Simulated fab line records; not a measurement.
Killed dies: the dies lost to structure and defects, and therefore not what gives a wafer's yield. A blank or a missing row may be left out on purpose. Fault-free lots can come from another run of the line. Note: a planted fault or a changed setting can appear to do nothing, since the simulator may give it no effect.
Split-lot study / flow n5-finfet / route with 1938 steps; 7 lots, 21 wafers read

## THE SPLIT
At N5_MOL_CONTACT_COAG_ALD_27 (deposits SiOC, target thk 17 nm, pulse time 1.5 s, time 2720 s), the setting ald-cycles was moved away from the recipe's 340 on 10 of the 21 wafers read, by -16.2% to +14.1%. All remaining wafers had this setting at the recipe value.

The reading comes from the split's own step.

## THE READING
SiOC_of_MOL_CONTACT_COAG_ALD_27.thk-nm (the simulator's own value, which no gauge read), in nm, at N5_MOL_CONTACT_COAG_ALD_27 (deposits SiOC, target thk 17 nm, pulse time 1.5 s, time 2720 s). The file gives no usual value for it. Across the 11 wafers here that went through the recipe, the average is 16.9 nm and the standard deviation 0.096 nm.

wafer=L074.1; tool, chamber at the split=ald-sin-01, 1; ald-cycles as run=340; against the recipe=recipe; SiOC_of_MOL_CONTACT_COAG_ALD_27.thk-nm, nm=16.8; against lot-mates on the recipe=-
wafer=L074.4; tool, chamber at the split=ald-sin-01, 3; ald-cycles as run=340; against the recipe=recipe; SiOC_of_MOL_CONTACT_COAG_ALD_27.thk-nm, nm=17; against lot-mates on the recipe=-
wafer=L074.5; tool, chamber at the split=ald-sin-01, 0; ald-cycles as run=388; against the recipe=+14.1%; SiOC_of_MOL_CONTACT_COAG_ALD_27.thk-nm, nm=19.2; against lot-mates on the recipe=+2.3
wafer=L077.1; tool, chamber at the split=ald-sin-01, 0; ald-cycles as run=323; against the recipe=-5.0%; SiOC_of_MOL_CONTACT_COAG_ALD_27.thk-nm, nm=16.2; against lot-mates on the recipe=-0.8
wafer=L077.3; tool, chamber at the split=ald-sin-01, 2; ald-cycles as run=323; against the recipe=-5.0%; SiOC_of_MOL_CONTACT_COAG_ALD_27.thk-nm, nm=16.4; against lot-mates on the recipe=-0.6
wafer=L077.4; tool, chamber at the split=ald-sin-01, 3; ald-cycles as run=340; against the recipe=recipe; SiOC_of_MOL_CONTACT_COAG_ALD_27.thk-nm, nm=17; against lot-mates on the recipe=-
wafer=L079.1; tool, chamber at the split=ald-sin-03, 0,2; ald-cycles as run=340; against the recipe=recipe; SiOC_of_MOL_CONTACT_COAG_ALD_27.thk-nm, nm=17; against lot-mates on the recipe=-
wafer=L079.3; tool, chamber at the split=ald-sin-03, 0,2; ald-cycles as run=340; against the recipe=recipe; SiOC_of_MOL_CONTACT_COAG_ALD_27.thk-nm, nm=17; against lot-mates on the recipe=-
wafer=L079.2; tool, chamber at the split=ald-sin-03, 1; ald-cycles as run=340; against the recipe=recipe; SiOC_of_MOL_CONTACT_COAG_ALD_27.thk-nm, nm=16.8; against lot-mates on the recipe=-
wafer=L084.1; tool, chamber at the split=ald-sin-04, 2; ald-cycles as run=340; against the recipe=recipe; SiOC_of_MOL_CONTACT_COAG_ALD_27.thk-nm, nm=16.8; against lot-mates on the recipe=-
wafer=L084.3; tool, chamber at the split=ald-sin-04, 0; ald-cycles as run=285; against the recipe=-16.2%; SiOC_of_MOL_CONTACT_COAG_ALD_27.thk-nm, nm=14.2; against lot-mates on the recipe=-2.7
wafer=L084.6; tool, chamber at the split=ald-sin-04, 1; ald-cycles as run=340; against the recipe=recipe; SiOC_of_MOL_CONTACT_COAG_ALD_27.thk-nm, nm=17; against lot-mates on the recipe=-
wafer=L085.2; tool, chamber at the split=ald-sin-04, 0; ald-cycles as run=323; against the recipe=-5.0%; SiOC_of_MOL_CONTACT_COAG_ALD_27.thk-nm, nm=16.2; against lot-mates on the recipe=-0.8
wafer=L085.4; tool, chamber at the split=ald-sin-04, 3; ald-cycles as run=323; against the recipe=-5.0%; SiOC_of_MOL_CONTACT_COAG_ALD_27.thk-nm, nm=16; against lot-mates on the recipe=-1.0
wafer=L085.5; tool, chamber at the split=ald-sin-04, 0; ald-cycles as run=340; against the recipe=recipe; SiOC_of_MOL_CONTACT_COAG_ALD_27.thk-nm, nm=17; against lot-mates on the recipe=-
wafer=L088.1; tool, chamber at the split=ald-sin-03, 3; ald-cycles as run=340; against the recipe=recipe; SiOC_of_MOL_CONTACT_COAG_ALD_27.thk-nm, nm=16.8; against lot-mates on the recipe=-
wafer=L088.4; tool, chamber at the split=ald-sin-03, 2; ald-cycles as run=376; against the recipe=+10.6%; SiOC_of_MOL_CONTACT_COAG_ALD_27.thk-nm, nm=18.6; against lot-mates on the recipe=+1.8
wafer=L088.5; tool, chamber at the split=ald-sin-03, 1; ald-cycles as run=376; against the recipe=+10.6%; SiOC_of_MOL_CONTACT_COAG_ALD_27.thk-nm, nm=18.8; against lot-mates on the recipe=+2.0
wafer=L096.1; tool, chamber at the split=ald-sin-04, 1,3; ald-cycles as run=383; against the recipe=+12.6%; SiOC_of_MOL_CONTACT_COAG_ALD_27.thk-nm, nm=19.2; against lot-mates on the recipe=+2.2
wafer=L096.3; tool, chamber at the split=ald-sin-04, 1,3; ald-cycles as run=383; against the recipe=+12.6%; SiOC_of_MOL_CONTACT_COAG_ALD_27.thk-nm, nm=19.2; against lot-mates on the recipe=+2.2
wafer=L096.6; tool, chamber at the split=ald-sin-04, 1; ald-cycles as run=340; against the recipe=recipe; SiOC_of_MOL_CONTACT_COAG_ALD_27.thk-nm, nm=17; against lot-mates on the recipe=-
When a row names more than one chamber, that row covers several wafers, and the file does not tell which wafer ran in which chamber.

THE FIT
A straight line over all 21 wafers: SiOC_of_MOL_CONTACT_COAG_ALD_27.thk-nm changes by +0.167 nm for each +1% of ald-cycles; r = +1.00; the points scatter about the line by 0.12 nm.
The same after taking each lot's own level away (the mean of its wafers on the recipe; 21 wafers): +0.17 nm for each +1%; r = +1.00; scatter 0.1 nm.
According to that fit, moving ald-cycles by its largest amount changes the reading by 2.7 nm.
The lots' own levels span 16.80 to 17.00 nm, that is 2.1 times the standard deviation above.
So the lot-to-lot level changes the slope little: the two slopes agree.
Check: with one of the wafers moved furthest among these (-16.2%) left out of the fit, the line predicts -2.73 nm for it against its lot-mates. It came out at -2.7 nm against them.

## THE OTHER SPLITS THESE WAFERS WENT THROUGH
Other splits were also applied to these wafers ahead of the reading. Each is held against what the fit with the lots' levels taken away leaves over:
other split on the same wafers=N5_MOL_CONTACT_COAG_COAT_02 spin-rpm; wafers away from the commonest value=11; r with SiOC_of_MOL_CONTACT_COAG_ALD_27.thk-nm (lot level and that fit taken away)=+0.24

## THE FILE'S OWN FIT
SiOC_of_MOL_CONTACT_COAG_ALD_27.thk-nm changes by +0.169 nm for each +1% of ald-cycles, r = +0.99.
